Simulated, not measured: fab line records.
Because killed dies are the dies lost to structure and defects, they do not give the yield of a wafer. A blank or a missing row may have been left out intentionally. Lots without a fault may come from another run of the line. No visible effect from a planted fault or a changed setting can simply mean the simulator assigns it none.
Matching of chambers	flow n5-finfet	N5_HKMG_FIN_ALD_36 on ald-metal-03 has 4 sister chambers
The step deposits TiN, target thk 1 nm, pulse time 1 s, purge time 3 s. 8 wafers are shown with their chamber, then 7 later ones without.

## WAFERS WITH THEIR CHAMBER
wafer	chamber	heater-power-w (W)	precursor-pulse-height-rel
L083.5	3	922	0.986
L084.1	3	933	0.980
L084.3	2	1034	0.984
L084.6	1	1042	0.981
L085.3	2	1048	0.986
L085.6	0	851	0.987
L086.1	1	1041	0.980
L086.3	0	862	1.010

## WAFERS WHOSE CHAMBER IS MISSING
wafer	heater-power-w (W)	precursor-pulse-height-rel
L086.4	1025	1.004
L097.1	851	1.006
L097.2	1060	1.005
L097.3	1047	1.004
L097.4	908	0.973
L097.5	1026	0.959
L097.6	1073	0.997

## THE CHAMBER EACH PASSED THROUGH
wafer	from the rows above	in truth
L086.4	can't be placed: 2 or 1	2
L097.1	0	0
L097.2	can't be placed: 2 or 1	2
L097.3	can't be placed: 2 or 1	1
L097.4	3	3
L097.5	can't be placed: 1 or 2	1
L097.6	can't be placed: 2 or 1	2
2 of 7 placed correctly. Cannot be placed on the basis of these rows: 5; the candidates contain the true chamber in 5. Number placed wrongly: 0.
How it was worked out, from the rows above alone: a wafer's distance from a chamber is the root of the sum, over the readings, of the square of ((its reading less the chamber's mean) divided by the reading's scatter). The wafer belongs to the nearest chamber; if the next one is less than 2 further off, it can't be placed. For every chamber, the mean is computed from those of its wafers that are shown. The scatter: the root of (the sum of the squares of (reading less its chamber's mean) over the shown wafers, divided by (wafers less chambers)).
